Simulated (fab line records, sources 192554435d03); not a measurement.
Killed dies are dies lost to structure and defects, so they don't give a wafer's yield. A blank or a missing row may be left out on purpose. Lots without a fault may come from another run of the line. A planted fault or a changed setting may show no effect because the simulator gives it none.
fab line records | flow n5_finfet
record lots=8 wafers=24 last_day=18
route steps=1938 shown HKMG_FIN@431 BEOL_M4@1111 PASSIVATION@1936
lots that met no fault: from a run of the same line without faults
start_h: hours from the record's first day to the start of the lot's first wafer shown | wait_h: hours since the lot's step before | " the same as in the row above | L1.1+2: a row that stands for several wafers | - no value, or no start given | * or withheld: withheld | < > ~ a bound
route shown NAME@n: a module of which the file shows steps, and the number in the route of the first | usual: mean/standard deviation of fault-free wafers | same: alike in all rows | chamber/n: place in a boat | sites: the reading at each site | _std_site: their standard deviation | _edge_site: outer sites' mean less inner sites' | radius_mm: how far each site lies from the wafer's centre | mask NAME#n: copy n | behind: the tool/chamber that last shaped the wafer | hold: why the lot was held/for how many hours/how that ended | device: the transistor (n, p or np) that didn't switch | end of line: the same wafers' tests at the end of the route | a step without rows: its recipe alone | killed: dies lost to structure and defects at the first sort, not the wafer's yield | map: a wafer's dies, x killed, . not, _ none there
set.NAME: the setting as run; set.NAME@STEP: as run at that earlier step | model.NAME: the simulator's own value behind a step, which no gauge read
steps of the route over a sample of lots; a table a step, a row a wafer
services: from which hour (start_h, from the record's first day; less than 0 if before it) a tool's chamber was out of use, for how many hours, and why
## steps
# step N5_HKMG_FIN_OVL_MEAS_13
# recipe points_per_wafer=44
# usual NWFM_OVL=-0.4/0.75
# columns lot.wafer tool chamber start_h wait_h NWFM_OVL[nm]
L202.1 overlay-01 0 72.72 0.0 -0.6
L202.2 " 0 " " -1.7
L202.3 " 0 " " -0.3
L203.1 overlay-01 0 78.59 0.0 0.1
L203.5 " 0 " " 0.3
L203.6 " 0 " " -0.4
L213.1 overlay-01 0 144.73 0.0 -0.5
L213.4 " 0 " " 0.2
L213.6 " 0 " " 0.0
L218.1 overlay-01 0 175.17 0.0 0.8
L218.2 " 0 " " 0.0
L218.3 " 0 " " 0.5
L220.1 overlay-01 0 183.13 0.0 -0.4
L220.2 " 0 " " -0.2
L220.3 " 0 " " -0.5
L223.2 overlay-01 0 201.21 0.0 -1.3
L223.3 " 0 " " -1.3
L223.6 " 0 " " -0.6
L224.1 overlay-01 0 206.61 0.0 -1.7
L224.2 " 0 " " 0.4
L224.5 " 0 " " -1.9
L225.1 overlay-01 0 214.24 0.0 -0.9
L225.4 " 0 " " 0.9
L225.6 " 0 " " 0.0
# step N5_HKMG_FIN_ETCH_32
# recipe chemistry=N2/H2 target=SOC target_depth_a=2400 temp_c=40 time_s=300 ion_energy_ev=200 mask_material=SiARC pressure_mtorr=30 source_w=840 bias_w=150 n2_flow_sccm=200 h2_flow_sccm=200
# usual bias_w=150.0/0.45 drypump_motor_current_A=5.8/0.35 oes_product_au=0.80/0.083 rf_vpp_V=524.0/2.8 showerhead_plenum_p_Torr=2.55/0.093 throttle_valve_pct=17.85/0.24
# columns lot.wafer tool chamber start_h wait_h bias_w drypump_motor_current_A oes_product_au rf_hours_counter_h rf_vpp_V showerhead_plenum_p_Torr throttle_valve_pct
L202.1 rie_diel-04 3 72.87 0.0 149.9 5.6 0.94 1 528.6 2.71 17.74
L202.2 " 2 " " 149.6 5.6 0.78 142 527.0 2.64 18.11
L202.3 " 0 " " 149.5 5.5 0.91 33 520.5 2.48 17.42
L203.1 rie_diel-01 1 78.75 0.0 150.1 5.9 0.71 196 522.6 2.53 17.82
L203.5 " 3 " " 149.7 5.8 0.83 - 521.0 2.47 17.97
L203.6 " 0 " " 150.0 6.1 0.85 - 523.3 2.47 17.53
L213.1 rie_diel-04 3 144.88 0.0 150.4 5.6 0.86 25 528.5 2.70 17.77
L213.4 " 1 " " 150.7 6.2 0.86 36 527.5 2.71 17.86
L213.6 " 1 " " 150.1 6.2 0.85 - 528.1 2.71 17.87
L218.1 rie_diel-01 2 175.32 0.0 150.0 6.2 0.71 204 522.5 2.52 17.81
L218.2 " 1 " " 150.3 6.0 0.68 228 523.1 2.52 17.89
L218.3 " 3 " " 150.1 5.7 0.78 118 520.7 2.45 18.02
L220.1 rie_diel-03 1 183.28 0.0 150.4 6.3 0.94 10 524.3 2.50 17.44
L220.2 " 2 " " 150.4 5.5 0.76 150 527.7 2.65 18.14
L220.3 " 0 " " 151.0 5.1 0.96 1 523.5 2.50 17.69
L223.2 rie_diel-04 1 201.46 0.0 150.3 6.2 0.84 45 529.7 2.70 17.86
L223.3 " 2 " " 149.9 5.6 0.74 187 527.3 2.62 18.19
L223.6 " 3 " " 150.3 5.7 0.83 - 528.2 2.68 17.81
L224.1 rie_diel-03 2 207.16 0.0 150.4 5.5 0.75 158 526.3 2.65 18.14
L224.2 " 3 " " 149.9 5.9 0.76 174 519.3 2.43 18.17
L224.5 " 2 " " 149.6 5.5 0.76 - 526.3 2.65 18.14
L225.1 rie_diel-01 2 214.39 0.0 150.1 6.2 0.69 218 523.1 2.51 17.84
L225.4 " 1 " " 150.4 6.0 0.68 240 522.7 2.51 17.90
L225.6 " 3 " " 150.3 5.8 0.77 - 521.6 2.45 18.02
# step N5_HKMG_FIN_NWFM_ALD_20
# recipe material=TiAlC target_thk_a=20 temp_c=300 ald_precursor_family=TiCl4 ald_co_reactant=TEA pulse_time_s=3 purge_time_s=2 co_reactant_purge_time_s=2 co_reactant_pulse_time_s=10 ald_cycles=7 pressure_torr=3
# usual ald_cycles=7/0 heater_power_outer_w=269/23 heater_power_w=473/46 precursor_pulse_height_rel=1.000/0.02
# columns lot.wafer tool chamber start_h wait_h ald_cycles heater_power_outer_w heater_power_w precursor_pulse_height_rel since_wet_clean_h
L202.1 ald_metal-03 3 74.96 0.3 7 296 532 1.032 2815
L202.2 " 1 " " 7 287 553 1.006 2815
L202.3 " 0 " " 7 233 403 1.017 2815
L203.1 ald_metal-04 2 80.65 0.3 7 229 432 1.006 4359
L203.5 " 1 " " 7 310 531 1.019 -
L203.6 " 0 " " 7 257 454 0.969 -
L213.1 ald_metal-03 0 146.74 0.3 7 234 398 0.989 2887
L213.4 " 1 " " 4 283 566 0.986 2887
L213.6 " 3 " " 7 297 535 0.970 -
L218.1 ald_metal-02 2 177.31 0.3 7 275 450 1.009 1379
L218.2 " 0 " " 7 245 451 1.022 1379
L218.3 " 3 " " 7 283 441 0.999 1379
L220.1 ald_metal-04 1 185.14 0.3 7 309 537 0.970 4463
L220.2 " 2 " " 7 230 436 0.986 4463
L220.3 " 3 " " 7 284 492 0.973 4463
L223.2 ald_metal-02 3 203.33 0.3 7 275 445 1.002 1405
L223.3 " 1 " " 7 286 485 0.976 1405
L223.6 " 2 " " 7 262 454 1.023 -
L224.1 ald_metal-02 1 209.02 0.3 7 278 492 0.982 1410
L224.2 " 3 " " 7 273 430 1.007 1410
L224.5 " 3 " " 7 278 433 0.987 -
L225.1 ald_metal-04 2 216.25 0.3 7 228 432 0.987 4495
L225.4 " 0 " " 7 255 453 0.990 4495
L225.6 " 1 " " 7 316 536 1.030 -
# step N5_HKMG_FIN_ALD_21
# recipe material=TiN target_thk_a=15 temp_c=400 ald_precursor_family=TiCl4 ald_co_reactant=NH3 pulse_time_s=1 purge_time_s=3 co_reactant_purge_time_s=2 co_reactant_pulse_time_s=2 ald_cycles=68 pressure_torr=3
# usual ald_cycles=68/0 heater_power_outer_w=528/50 heater_power_w=846/74 precursor_pulse_height_rel=1.000/0.019
# columns lot.wafer tool chamber start_h wait_h ald_cycles heater_power_outer_w heater_power_w precursor_pulse_height_rel since_wet_clean_h
L202.1 ald_metal-04 2 76.18 0.3 68 445 765 0.973 4355
L202.2 " 1 " " 68 596 983 0.979 4355
L202.3 " 0 " " 68 501 786 1.017 4355
L203.1 ald_metal-02 2 81.97 0.3 68 520 798 0.974 1283
L203.5 " 2 " " 68 524 827 0.990 -
L203.6 " 1 " " 68 557 887 0.978 -
L213.1 ald_metal-04 2 147.92 0.3 68 449 771 1.004 4426
L213.4 " 1 " " 68 625 964 0.995 4426
L213.6 " 1 " " 68 612 942 0.966 -
L218.1 ald_metal-04 1 178.56 0.3 68 612 934 0.996 4457
L218.2 " 0 " " 68 496 772 1.018 4457
L218.3 " 2 " " 68 452 783 1.046 4457
L220.1 ald_metal-04 1 186.37 0.3 68 615 963 0.985 4465
L220.2 " 3 " " 68 537 883 1.023 4465
L220.3 " 0 " " 68 504 775 1.004 4465
L223.2 ald_metal-03 0 204.51 0.3 68 445 739 0.995 2944
L223.3 " 1 " " 68 557 1006 0.996 2944
L223.6 " 0 " " 68 454 706 1.035 -
L224.1 ald_metal-04 0 210.21 0.3 68 497 801 1.009 4489
L224.2 " 3 " " 68 548 883 0.992 4489
L224.5 " 0 " " 68 502 792 0.996 -
L225.1 ald_metal-02 3 217.43 0.3 68 534 776 0.983 1419
L225.4 " 0 " " 68 473 832 0.994 1419
L225.6 " 1 " " 68 553 913 1.023 -
# step N5_BEOL_M4_RC_MEAS_101
# usual DIBL_N=36.3/1.6 DIBL_P=36.5/1.6 IOFF_N=0.163/0.026 IOFF_N_85C=3.2/0.42 IOFF_N_LIN=0.075/0.0098 IOFF_N_LONG=5.56e-05/2.1e-06 IOFF_P=0.22/0.033 IOFF_P_85C=3.7/0.48 IOFF_P_LIN=0.102/0.013 IOFF_P_LONG=0.000106/8.4e-06 ION_N=676/9.9 ION_P=464/6.5 SS_N=71.5/0.5 SS_P=73.3/0.64 VT_N=249.3/2.9 VT_N_LONG=274.8/1.6 VT_N_LVT=98.2/2.8 VT_P=-250/3.2 VT_P_LONG=-275.0/3 VT_P_LVT=-98.5/3
# columns lot.wafer tool chamber start_h wait_h DIBL_N[mV/V] DIBL_P[mV/V] IOFF_N[nA/um] IOFF_N_85C[nA/um] IOFF_N_LIN[nA/um] IOFF_N_LONG[nA/um] IOFF_P[nA/um] IOFF_P_85C[nA/um] IOFF_P_LIN[nA/um] IOFF_P_LONG[nA/um] ION_N[uA/um] ION_P[uA/um] SS_N[mV/dec] SS_P[mV/dec] VT_N[mV] VT_N_LONG[mV] VT_N_LVT[mV] VT_P[mV] VT_P_LONG[mV] VT_P_LVT[mV]
L202.1 prober-02 0 178.34 0.0 32.9 32.6 0.114 2.3 0.057 5.35e-05 0.14 2.7 0.075 9e-05 671 458 70.9 72.6 255.4 275.2 100.7 -259 -278.1 -103.8
L202.2 " 0 " " 35.1 35.7 0.150 2.9 0.072 5.29e-05 0.19 3.4 0.091 9.2e-05 669 462 71.1 74.1 249.7 275.1 97.5 -252 -276.2 -100.4
L202.3 " 0 " " 33.6 34.0 0.129 2.6 0.063 5.28e-05 0.16 3.0 0.083 9.2e-05 661 452 71.8 72.5 252.2 277.7 99.5 -254 -275.7 -101.8
L203.1 prober-01 0 193.13 0.0 37.5 36.8 0.167 3.3 0.077 5.35e-05 0.23 4.2 0.112 0.000102 666 457 71.6 74.2 248.8 275.8 97.2 -249 -272.2 -96.9
L203.5 " 0 " " 38.1 38.0 0.175 3.4 0.079 5.38e-05 0.25 4.4 0.117 0.000107 671 462 71.3 73.7 248.0 277.7 97.3 -244 -274.6 -96.9
L203.6 " 0 " " 38.2 38.0 0.187 3.6 0.084 5.49e-05 0.26 4.6 0.122 0.000106 680 468 72.5 74.3 248.9 274.8 95.2 -246 -277.1 -96.2
L213.1 prober-01 0 257.76 0.0 35.7 35.7 0.159 3.0 0.074 5.8e-05 0.22 3.7 0.105 0.000114 679 465 71.2 73.0 248.4 275.5 97.7 -249 -270.4 -96.6
L213.4 " 0 " " 33.8 33.9 0.007 0.2 0.004 2.38e-05 0.43 6.6 0.210 0.000233 487 500 70.5 72.6 330.3 357.3 180.8 -227 -244.3 -75.3
L213.6 " 0 " " 35.4 36.0 0.158 3.0 0.073 5.69e-05 0.23 3.9 0.107 0.000115 672 460 71.8 73.0 250.1 274.9 98.3 -248 -272.7 -96.3
L218.1 prober-01 0 277.88 0.0 36.2 36.7 0.152 3.0 0.070 5.17e-05 0.19 3.3 0.084 9.2e-05 667 455 71.4 73.9 250.6 276.4 101.5 -255 -279.5 -105.2
L218.2 " 0 " " 35.1 35.2 0.132 2.7 0.062 5.26e-05 0.17 3.1 0.080 8.8e-05 659 454 71.5 73.3 254.4 279.6 103.2 -253 -281.2 -105.6
L218.3 " 0 " " 35.8 36.3 0.154 3.1 0.072 5.31e-05 0.18 3.2 0.083 9.5e-05 683 461 71.4 73.4 250.6 277.6 100.5 -256 -278.8 -105.0
L220.1 prober-01 0 282.61 0.0 37.5 35.8 0.166 3.2 0.073 5.37e-05 0.21 3.5 0.101 0.0001 678 463 71.2 73.0 249.6 276.5 98.8 -249 -273.6 -98.4
L220.2 " 0 " " 35.4 34.7 0.140 2.8 0.067 5.37e-05 0.20 3.4 0.097 0.000104 668 462 71.3 72.8 248.2 276.1 98.7 -251 -275.2 -99.0
L220.3 " 0 " " 36.4 35.1 0.143 2.9 0.068 5.39e-05 0.20 3.4 0.097 9.9e-05 668 460 71.1 72.6 247.9 274.4 98.9 -252 -275.8 -100.1
L223.2 prober-01 0 309.38 0.2 35.9 35.8 0.146 2.9 0.067 5.37e-05 0.20 3.5 0.096 0.000101 667 459 71.0 73.1 253.6 276.8 99.9 -251 -275.8 -99.1
L223.3 " 0 " " 35.8 36.3 0.143 2.9 0.068 5.35e-05 0.20 3.5 0.096 9.8e-05 671 467 71.2 73.1 250.4 275.8 99.9 -253 -273.2 -98.8
L223.6 " 0 " " 35.9 36.1 0.152 3.0 0.071 5.41e-05 0.20 3.5 0.093 9.7e-05 675 462 71.4 72.5 251.3 274.6 97.7 -254 -272.8 -98.8
L224.1 prober-01 0 316.29 0.0 36.0 37.1 0.169 3.3 0.077 5.53e-05 0.22 3.9 0.107 0.000104 669 465 71.8 73.4 249.5 275.4 98.5 -250 -276.7 -97.8
L224.2 " 0 " " 34.9 35.2 0.145 2.9 0.067 5.43e-05 0.19 3.4 0.094 0.000107 662 456 71.6 73.5 252.3 274.4 100.4 -251 -279.4 -99.9
L224.5 " 0 " " 35.7 36.3 0.164 3.2 0.075 5.46e-05 0.22 3.7 0.103 0.000104 672 462 71.7 73.8 250.3 275.3 97.7 -248 -279.8 -99.0
L225.1 prober-01 0 320.48 0.0 36.3 35.8 0.173 3.3 0.083 6.01e-05 0.24 4.0 0.112 0.000114 681 463 71.5 73.2 246.1 274.0 94.0 -246 -272.8 -93.5
L225.4 " 0 " " 36.5 35.5 0.165 3.2 0.078 6.01e-05 0.23 3.9 0.108 0.000113 671 462 72.0 74.0 247.7 274.4 94.7 -246 -271.7 -93.6
L225.6 " 0 " " 38.5 39.0 0.217 4.0 0.098 6.04e-05 0.30 4.9 0.131 0.000112 696 473 72.0 74.1 243.8 273.9 91.0 -245 -274.4 -89.9
# step N5_PASSIVATION_PROBE_49
# usual defect_limited_yield=91.2/1.5 killed_at_M0_to_M3=32/9.6 killed_at_M4_up=13/5.3 killed_at_contacts=13/6.7 killed_at_front_end=42/11 killed_at_other=3.8/2.9 killed_dies=103/17 killed_open=67/13 killed_short=35/7.9 sort_bin_4_leakage=0/0 sort_bin_5_function=5.2/0.94 sort_bin_6_memory=3.3/0.64 sort_bin_8_speed=0/0 sort_n_pass=1077/17 sort_yield_pct=91.2/1.5
# same gross_dies=1180 killed_at_back_side=0
# columns lot.wafer tool chamber start_h wait_h defect_limited_yield[%] killed_at_M0_to_M3 killed_at_M4_up killed_at_contacts killed_at_front_end killed_at_other killed_dies killed_open killed_short sort_bin_4_leakage[%] sort_bin_5_function[%] sort_bin_6_memory[%] sort_bin_8_speed[%] sort_n_pass sort_yield_pct[%]
L202.1 prober-01 - 291.83 0.0 91.1 31 9 7 57 1 105 59 46 0 5.6 3.0 0 1075 91.1
L202.2 prober-01 - 291.88 0.1 90.8 40 13 11 38 6 108 68 37 0 5.3 3.6 0 1072 90.8
L202.3 prober-01 - 291.93 0.1 92.5 32 8 9 39 0 88 60 28 0 4.7 2.4 0 1092 92.5
L203.1 prober-01 - 293.80 0.0 91.7 25 22 9 42 0 98 73 25 0 5.1 3.1 0 1082 91.7
L203.5 prober-01 - 294.00 0.2 87.3 37 19 20 71 3 150 106 44 0 8.5 4.0 0 1030 87.3
L203.6 prober-01 - 294.05 0.3 92.1 24 7 8 50 4 93 58 35 0 4.6 3.2 0 1087 92.1
L213.1 prober-01 - 367.03 0.0 91.9 29 14 10 36 7 96 63 33 0 4.4 3.5 0 1084 91.9
L213.4 prober-01 - 367.18 0.2 94.2 14 13 16 25 1 69 48 20 0.76 3.6 2.1 93.39 0 0
L213.6 prober-01 - 367.28 0.3 92.8 12 13 14 37 9 85 53 31 0 4.2 2.9 0 1095 92.8
L218.1 prober-01 - 402.21 0.0 88.7 46 14 15 49 9 133 75 55 0 6.5 4.2 0 1047 88.7
L218.2 prober-01 - 402.26 0.1 95.4 15 12 7 17 3 54 37 16 0 3.1 1.4 0 1126 95.4
L218.3 prober-01 - 402.31 0.1 92.0 21 16 17 36 4 94 64 28 0 4.5 3.1 0 1086 92.0
L220.1 prober-02 - 414.66 0.0 88.8 44 13 19 53 3 132 80 50 0 5.8 4.7 0 1048 88.8
L220.2 prober-02 - 414.71 0.1 89.2 47 13 20 42 6 128 77 51 0 6.4 4.0 0 1052 89.2
L220.3 prober-02 - 414.76 0.1 88.4 36 13 19 59 10 137 94 42 0 7.6 3.5 0 1043 88.4
L224.1 prober-02 - 432.61 0.0 93.1 35 9 10 24 4 82 58 22 0 4.7 2.2 0 1098 93.1
L224.2 prober-02 - 432.66 0.1 91.4 43 12 9 37 1 102 69 33 0 5.4 3.1 0 1078 91.4
L224.5 prober-02 - 432.81 0.2 91.9 46 7 8 34 0 95 57 36 0 4.2 3.5 0 1085 91.9
L223.2 prober-01 - 432.62 0.1 88.8 25 16 10 79 2 132 95 37 0 6.0 4.6 0 1048 88.8
L223.3 prober-01 - 432.67 0.1 89.2 33 28 11 54 2 128 87 40 0 6.7 4.0 0 1052 89.2
L223.6 prober-01 - 432.82 0.3 90.0 32 24 17 44 1 118 79 38 0 6.0 3.9 0 1062 90.0
L225.1 prober-02 - 437.53 0.0 90.1 28 11 21 47 10 117 81 36 0 5.4 4.3 0 1063 90.1
L225.4 prober-02 - 437.68 0.2 88.4 35 15 19 60 8 137 95 42 0 7.0 4.2 0 1043 88.4
L225.6 prober-02 - 437.78 0.3 91.6 26 8 16 42 7 99 61 38 0 5.0 3.1 0 1081 91.6
# killed by level:class
L202.1 FIN_SAQP:geometric_particle:short=17 FIN_SAQP:geometric_particle:open=15 BEOL_M2:geometric_particle:open=11 DUMMY_GATE:geometric_particle:open=6 MOL_CONTACT_COAG:geometric_particle:open=6 GATE_CUT:geometric_particle:short=5 BEOL_M0_SAQP:geometric_particle:short=5 BEOL_M2:geometric_particle:short=5
L202.2 BEOL_M0_SAQP:geometric_particle:open=10 BEOL_M3:geometric_particle:open=10 FIN_SAQP:geometric_particle:open=9 MOL_CONTACT_COAG:geometric_particle:open=9 DUMMY_GATE:geometric_particle:open=6 BEOL_M0_SAQP:geometric_particle:short=6 BEOL_M2:geometric_particle:open=6 FIN_SAQP:geometric_particle:short=5
L202.3 FIN_SAQP:geometric_particle:open=12 BEOL_M0_SAQP:geometric_particle:open=10 FIN_SAQP:geometric_particle:short=8 DUMMY_GATE:geometric_particle:open=7 MOL_CONTACT_COAG:geometric_particle:open=6 BEOL_M3:geometric_particle:open=6 BEOL_M0_SAQP:geometric_particle:short=5 BEOL_M1:geometric_particle:open=4
L203.1 STI_FIN_REVEAL:geometric_particle:open=21 BEOL_M4:geometric_particle:open=17 BEOL_M2:geometric_particle:open=10 MOL_CONTACT_COAG:geometric_particle:open=8 STI_FIN_REVEAL:geometric_particle:short=5 FIN_SAQP:geometric_particle:open=3 FIN_SAQP:geometric_particle:short=3 GATE_CUT:geometric_particle:short=3
L203.5 STI_FIN_REVEAL:geometric_particle:open=27 FIN_SAQP:geometric_particle:open=16 BEOL_M4:geometric_particle:open=11 FIN_SAQP:geometric_particle:short=10 MOL_CONTACT_COAG:geometric_particle:open=10 MOL_CONTACT_COAG:geometric_particle:short=10 BEOL_M2:geometric_particle:open=8 BEOL_M3:geometric_particle:open=8
L203.6 FIN_SAQP:geometric_particle:short=12 FIN_SAQP:geometric_particle:open=12 STI_FIN_REVEAL:geometric_particle:open=10 BEOL_M3:geometric_particle:open=10 BEOL_M4:geometric_particle:open=6 MOL_CONTACT_COAG:geometric_particle:short=5 BEOL_M0_SAQP:geometric_particle:short=5 BEOL_M2:geometric_particle:open=4
L213.1 BEOL_M3:geometric_particle:open=12 STI_FIN_REVEAL:geometric_particle:open=11 MOL_CONTACT_COAG:geometric_particle:open=8 BEOL_M0_SAQP:geometric_particle:short=6 DUMMY_GATE:geometric_particle:open=6 BEOL_M4:geometric_particle:open=6 BEOL_M3:geometric_particle:short=5 STARTING-WAFER:geometric_particle:open=5
L213.4 MOL_CONTACT_COAG:geometric_particle:open=12 STI_FIN_REVEAL:geometric_particle:open=8 BEOL_M3:geometric_particle:open=6 BEOL_M4:geometric_particle:open=6 MOL_CONTACT_COAG:geometric_particle:short=4 DUMMY_GATE:geometric_particle:open=3 STARTING-WAFER:geometric_particle:open=3 FIN_SAQP:geometric_particle:short=2
L213.6 MOL_CONTACT_COAG:geometric_particle:open=11 FIN_SAQP:geometric_particle:open=8 FIN_SAQP:geometric_particle:short=8 DUMMY_GATE:geometric_particle:open=6 BEOL_M4:geometric_particle:open=5 BEOL_M2:geometric_particle:open=4 PASS1_DEP:geometric_particle:open=4 STI_FIN_REVEAL:geometric_particle:open=3
L218.1 MOL_CONTACT_COAG:geometric_particle:open=13 BEOL_M0_SAQP:geometric_particle:open=13 BEOL_M1:geometric_particle:open=11 FIN_SAQP:geometric_particle:short=10 GATE_CUT:geometric_particle:short=10 BEOL_M0_SAQP:geometric_particle:short=7 STI_FIN_REVEAL:geometric_particle:short=6 BEOL_M2:geometric_particle:open=6
L218.2 MOL_CONTACT_COAG:geometric_particle:open=6 STI_FIN_REVEAL:geometric_particle:open=4 BEOL_M2:geometric_particle:open=4 STARTING-WAFER:geometric_particle:short=4 BEOL_M4:geometric_particle:open=3 BEOL_M8:geometric_particle:open=3 FIN_SAQP:geometric_particle:open=2 FIN_SAQP:geometric_particle:short=2
L218.3 MOL_CONTACT_COAG:geometric_particle:open=14 FIN_SAQP:geometric_particle:open=8 FIN_SAQP:geometric_particle:short=8 STI_FIN_REVEAL:geometric_particle:open=6 BEOL_M4:geometric_particle:open=6 BEOL_M2:geometric_particle:open=6 BEOL_M0_SAQP:geometric_particle:open=5 BEOL_M5:geometric_particle:open=5
L220.1 FIN_SAQP:geometric_particle:open=16 MOL_CONTACT_COAG:geometric_particle:open=16 FIN_SAQP:geometric_particle:short=15 BEOL_M0_SAQP:geometric_particle:open=11 BEOL_M0_SAQP:geometric_particle:short=10 BEOL_M1:geometric_particle:open=10 STI_FIN_REVEAL:geometric_particle:open=7 BEOL_M5:geometric_particle:short=5
L220.2 BEOL_M0_SAQP:geometric_particle:short=21 MOL_CONTACT_COAG:geometric_particle:open=14 BEOL_M0_SAQP:geometric_particle:open=13 FIN_SAQP:geometric_particle:open=9 STI_FIN_REVEAL:geometric_particle:open=6 GATE_CUT:geometric_particle:short=6 MOL_CONTACT_COAG:geometric_particle:short=6 BEOL_M4:geometric_particle:open=6
L220.3 STI_FIN_REVEAL:geometric_particle:open=23 MOL_CONTACT_COAG:geometric_particle:open=17 FIN_SAQP:geometric_particle:short=14 BEOL_M1:geometric_particle:open=12 BEOL_M0_SAQP:geometric_particle:open=7 BEOL_M0_SAQP:geometric_particle:short=5 BEOL_M2:geometric_particle:open=5 BEOL_M1:geometric_particle:short=4
L224.1 BEOL_M3:geometric_particle:open=13 BEOL_M2:geometric_particle:open=10 MOL_CONTACT_COAG:geometric_particle:open=8 STI_FIN_REVEAL:geometric_particle:open=7 BEOL_M0_SAQP:geometric_particle:short=6 DUMMY_GATE:geometric_particle:open=3 STARTING-WAFER:geometric_particle:short=3 BEOL_M4:geometric_particle:open=3
L223.2 STI_FIN_REVEAL:geometric_particle:open=35 FIN_SAQP:geometric_particle:open=14 FIN_SAQP:geometric_particle:short=7 MOL_CONTACT_COAG:geometric_particle:open=7 BEOL_M1:geometric_particle:open=7 BEOL_M0_SAQP:geometric_particle:short=6 BEOL_M5:geometric_particle:open=6 ILD0:geometric_particle:short=5
L224.2 BEOL_M2:geometric_particle:open=13 STI_FIN_REVEAL:geometric_particle:open=12 MOL_CONTACT_COAG:geometric_particle:open=9 BEOL_M1:geometric_particle:short=8 BEOL_M0_SAQP:geometric_particle:open=7 BEOL_M0_SAQP:geometric_particle:short=6 BEOL_M1:geometric_particle:open=5 FIN_SAQP:geometric_particle:open=4
L223.3 BEOL_M4:geometric_particle:open=17 MOL_CONTACT_COAG:geometric_particle:open=8 BEOL_M0_SAQP:geometric_particle:open=8 BEOL_M3:geometric_particle:open=8 FIN_SAQP:geometric_particle:open=7 FIN_SAQP:geometric_particle:short=7 GATE_CUT:geometric_particle:short=6 BEOL_M0_SAQP:geometric_particle:short=6
L224.5 BEOL_M0_SAQP:geometric_particle:short=14 BEOL_M2:geometric_particle:open=13 STI_FIN_REVEAL:geometric_particle:open=10 BEOL_M0_SAQP:geometric_particle:open=7 GATE_CUT:geometric_particle:short=6 MOL_CONTACT_COAG:geometric_particle:open=6 FIN_SAQP:geometric_particle:open=4 GATE_CUT:geometric_particle:open=4
L223.6 STI_FIN_REVEAL:geometric_particle:open=14 MOL_CONTACT_COAG:geometric_particle:open=13 BEOL_M0_SAQP:geometric_particle:short=10 BEOL_M4:geometric_particle:open=10 FIN_SAQP:geometric_particle:open=9 BEOL_M0_SAQP:geometric_particle:open=8 BEOL_M5:geometric_particle:open=6 BEOL_M3:geometric_particle:open=5
L225.1 MOL_CONTACT_COAG:geometric_particle:open=17 STI_FIN_REVEAL:geometric_particle:open=12 FIN_SAQP:geometric_particle:short=10 BEOL_M3:geometric_particle:open=7 FIN_SAQP:geometric_particle:open=6 BEOL_M1:geometric_particle:open=6 BEOL_M4:geometric_particle:open=6 BEOL_M0_SAQP:geometric_particle:short=5
L225.4 STI_FIN_REVEAL:geometric_particle:open=19 MOL_CONTACT_COAG:geometric_particle:open=17 BEOL_M1:geometric_particle:open=14 FIN_SAQP:geometric_particle:short=11 FIN_SAQP:geometric_particle:open=8 BEOL_M0_SAQP:geometric_particle:short=5 BEOL_M2:geometric_particle:open=5 BEOL_M3:geometric_particle:open=4
L225.6 MOL_CONTACT_COAG:geometric_particle:open=12 STI_FIN_REVEAL:geometric_particle:open=10 FIN_SAQP:geometric_particle:short=8 FIN_SAQP:geometric_particle:open=7 BEOL_M1:geometric_particle:short=7 BEOL_M1:geometric_particle:open=6 GATE_CUT:geometric_particle:short=5 BEOL_M2:geometric_particle:open=5
## services
# columns tool chamber start_h hours kind
rie_diel-01 3 63.15 7.3 repair
rie_diel-03 3 64.49 20.8 repair
rie_diel-03 2 88.25 5.0 repair
ald_metal-03 - 129.91 14.6 pm
rie_diel-03 1 136.58 - clean
rie_diel-03 1 136.58 - consumable_replace:focus_ring
rie_diel-03 1 136.58 23.6 scheduled_down
rie_diel-03 1 136.58 23.6 vent_cycle
ald_metal-04 - 137.18 6.0 pm
rie_diel-04 1 154.12 31.9 repair
ald_metal-03 - 158.20 0.9 repair
rie_diel-03 0 160.31 - clean
rie_diel-03 0 160.31 - consumable_replace:focus_ring
rie_diel-03 0 160.31 19.5 scheduled_down
rie_diel-03 0 160.31 19.5 vent_cycle
ald_metal-02 1 167.20 16.6 repair
ald_metal-04 3 169.42 2.5 repair
ald_metal-04 - 190.79 0.3 repair
rie_diel-01 1 203.47 7.2 repair
rie_diel-04 1 209.09 6.8 repair
ald_metal-03 - 210.19 8.7 pm
rie_diel-03 2 212.85 15.3 repair
## key
first_sign step=N5_HKMG_FIN_NWFM_ALD_20 reading=ald_cycles direction=down sigmas=99+ usual=* struck=*
effect step=N5_BEOL_M4_RC_MEAS_101 reading=VT_N_LONG direction=up sigmas=51 usual=274.8 struck=357.3
effect step=N5_BEOL_M4_RC_MEAS_101 reading=VT_N_LVT direction=up sigmas=30 usual=98.2 struck=180.8
effect step=N5_BEOL_M4_RC_MEAS_101 reading=VT_N direction=up sigmas=28 usual=249.3 struck=330.3
effect step=N5_BEOL_M4_RC_MEAS_101 reading=ION_N direction=down sigmas=19 usual=676 struck=487
effect step=N5_BEOL_M4_RC_MEAS_101 reading=IOFF_P_LONG direction=up sigmas=15 usual=0.000106 struck=0.000233
effect step=N5_BEOL_M4_RC_MEAS_101 reading=IOFF_N_LONG direction=down sigmas=15 usual=5.56e-05 struck=2.38e-05
effect step=N5_BEOL_M4_RC_MEAS_101 reading=VT_P_LONG direction=up sigmas=10 usual=-275.0 struck=-244.3
effect step=N5_BEOL_M4_RC_MEAS_101 reading=IOFF_P_LIN direction=up sigmas=8.2 usual=0.102 struck=0.210
effect step=N5_BEOL_M4_RC_MEAS_101 reading=VT_P_LVT direction=up sigmas=7.8 usual=-98.5 struck=-75.3
effect step=N5_BEOL_M4_RC_MEAS_101 reading=IOFF_N_LIN direction=down sigmas=7.3 usual=0.075 struck=0.004
effect step=N5_BEOL_M4_RC_MEAS_101 reading=VT_P direction=up sigmas=7 usual=-250 struck=-227
effect step=N5_BEOL_M4_RC_MEAS_101 reading=IOFF_N_85C direction=down sigmas=6.9 usual=3.2 struck=0.2
effect step=N5_PASSIVATION_PROBE_49 reading=sort_bin_8_speed direction=up sigmas=99+ usual=0 struck=93.39
met_at N5_HKMG_FIN_NWFM_ALD_20
struck_lots L213
struck_wafers L213.4
not_acting_at N5_HKMG_FIN_OVL_MEAS_13,N5_HKMG_FIN_ETCH_32,N5_HKMG_FIN_ALD_21
onset_between 74.96 146.74
fault kind=process_parameter_drift tool=ald_metal-03 chamber=- onset_h=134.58 steps=N5_HKMG_FIN_NWFM_ALD_20 channel=ald_cycles offset=* shape=step end_h=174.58 scope=struck_wafers_only acts_in=* stated=*
